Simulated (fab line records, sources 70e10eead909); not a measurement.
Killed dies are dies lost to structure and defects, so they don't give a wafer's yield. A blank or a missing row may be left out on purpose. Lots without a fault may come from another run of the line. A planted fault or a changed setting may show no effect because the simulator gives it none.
A struck lot beside a sound one | flow nand_harc | 33 steps out of a route of 1302
Sound: wafers L373.1, L373.3, L373.5. Struck: wafer L379.4. (L379.1, L379.6 of the same lot were not struck and are left out.) The cause comes at the end.
At each step with rows: each side's tool, then ch and its chambers, then its first start. Under that, the readings that differ: sound wafers | struck wafers | difference of the means | sigmas: that difference in standard deviations of wafers without a fault.
alike: readings whose means differ by less than 2 such deviations, and words and numbers that are the same on both sides. not compared: withheld readings, readings that some wafer has no value for, bounds like >300 that may hide the same value, and numbers for which the record gives no deviation and whose values overlap.
The two part at a step that has a row with sigmas, a row that says differs or no value, or rows on one side only. Numbers that don't overlap but have no deviation are shown without sigmas and don't part them. A reading that every wafer of one side lacks parts them only if that side has two wafers or more.

first, 1 step without rows for these wafers: NHARC_A_STAIRCASE_DESCUM_270 (chemistry O2, time 3 s).
NHARC_A_STAIRCASE_ETCH_271: etches the open film in CF4/CHF3.
  sound on rie_diel-12 ch 0,1,3, day 21 08:29; struck on rie_diel-01 ch 0, day 23 14:00
  alike: drypump_motor_current_A, oes_product_au, rf_vpp_V, showerhead_plenum_p_Torr, throttle_valve_pct
  not compared: rf_hours_counter_h
NHARC_A_STAIRCASE_HM_OPEN_457: chemistry O2/COS.
  sound on rie_diel-12 ch 0,1,3; struck on rie_diel-01 ch 3
  reading                         | sound          | struck | difference | sigmas
  showerhead_plenum_p_Torr (Torr) | 3.28 3.34 3.17 | 2.94   | -0.32      | -2
  alike: drypump_motor_current_A, oes_product_au, rf_vpp_V, throttle_valve_pct
  not compared: rf_hours_counter_h
then, 1 step without rows for these wafers: NHARC_A_STAIRCASE_STRIP_458 (strips in O2/COS).
NHARC_A_STAIRCASE_ETCH_451: etches the open film in CF4/O2, target depth 30 nm, overetch 3 nm, time 16.5 s.
  sound on rie_diel-12 ch 0,1; struck on rie_diel-01 ch 1
  alike: drypump_motor_current_A, oes_f_703_au, oes_product_au, rf_vpp_V, showerhead_plenum_p_Torr, throttle_valve_pct
  not compared: rf_hours_counter_h
then, 6 steps without rows for these wafers: NHARC_A_STAIRCASE_ETCH_273 (etches the open film in C4F8/O2/Ar, target depth 10200 nm, time 2468.6 s); NHARC_A_STAIRCASE_STRIP_274 (strips in O2); NHARC_A_STAIRCASE_STRIP_275 (strips in SPM, time 900 s); NHARC_A_STAIRCASE_PRECLEAN_276 (cleans in SC1); NHARC_A_STAIRCASE_SRD_277; NHARC_A_STAIRCASE_HM_DEP_459 (deposits aC, target thk 1500 nm).
NHARC_A_STAIRCASE_DEP_280: deposits SiON, target thk 30 nm.
  sound on pecvd-02 ch 0,1, day 21 20:58; struck on pecvd-04 ch 0, day 23 21:52
  reading              | sound             | struck | difference | sigmas
  heater_power_w (W)   | 648 711 717       | 841    | +149       | +2
  rf_fwd_power_W (W)   | 350.3 349.6 348.2 | 207.6  | -141.8     | -99 or more
  showerhead_vpp_V (V) | 1069 1137 1121    | 889    | -220       | -4
then, 15 steps without rows for these wafers: NHARC_A_STAIRCASE_DEHYDRATE_281 (time 120 s); NHARC_A_STAIRCASE_HMDS_282 (time 30 s); NHARC_A_STAIRCASE_COAT_283; NHARC_A_STAIRCASE_SOFTBAKE_284 (time 170 s); NHARC_A_STAIRCASE_EBR_285; NHARC_A_STAIRCASE_EXPOSE_286 (exposes mask CHOP 100); NHARC_A_STAIRCASE_PEB_287 (peb time 130 s); NHARC_A_STAIRCASE_DEVELOP_288 (time 140 s); NHARC_A_STAIRCASE_HARDBAKE_290 (time 140 s); NHARC_A_STAIRCASE_DESCUM_291 (chemistry O2, time 3 s); NHARC_A_STAIRCASE_ETCH_292 (etches the open film in CF4/CHF3); NHARC_A_STAIRCASE_HM_OPEN_460 (chemistry O2/COS); NHARC_A_STAIRCASE_STRIP_461 (strips in O2/COS); NHARC_A_STAIRCASE_ETCH_452 (etches the open film in CF4/O2, target depth 30 nm, overetch 3 nm, time 16.5 s); NHARC_A_STAIRCASE_ETCH_294 (etches the open film in C4F8/O2/Ar, target depth 4989 nm, time 1211.6 s).
NHARC_A_STAIRCASE_STRIP_295: strips in O2.
  sound on rie_diel-04 ch 1,2,3; struck on rie_diel-01 ch 2
  alike: drypump_motor_current_A, oes_product_au, rf_vpp_V, showerhead_plenum_p_Torr, throttle_valve_pct
  not compared: rf_hours_counter_h
then, 3 steps without rows for these wafers: NHARC_A_STAIRCASE_STRIP_296 (strips in SPM, time 900 s); NHARC_A_STAIRCASE_PRECLEAN_297 (cleans in SC1); NHARC_A_STAIRCASE_SRD_298.
NHARC_A_STAIRCASE_HM_DEP_462: deposits aC, target thk 800 nm.
  sound on acl_dep-03 ch 0, day 22 03:10; struck on acl_dep-02 ch 0, day 24 04:32
  reading | sound | struck                   | difference                   | sigmas
  hold    | - - - | await_dispo/2.3h/release | no value on the sound wafers |
  alike: throttle_valve_pct
-- the record jumps here: 9 days lie between the struck wafers' starts before and after (it left off in module A_STAIRCASE and takes up again in module END, whose first step shown is number 1302 of the route) --
NHARC_END_SORT_01:
  the record has rows for the struck wafers here (prober-01 ch 0, day 32 17:13) and none for the sound ones

WHERE THEY PART
First at NHARC_A_STAIRCASE_HM_OPEN_457; last, within this record, at NHARC_END_SORT_01.

WHY: what the simulator had put in
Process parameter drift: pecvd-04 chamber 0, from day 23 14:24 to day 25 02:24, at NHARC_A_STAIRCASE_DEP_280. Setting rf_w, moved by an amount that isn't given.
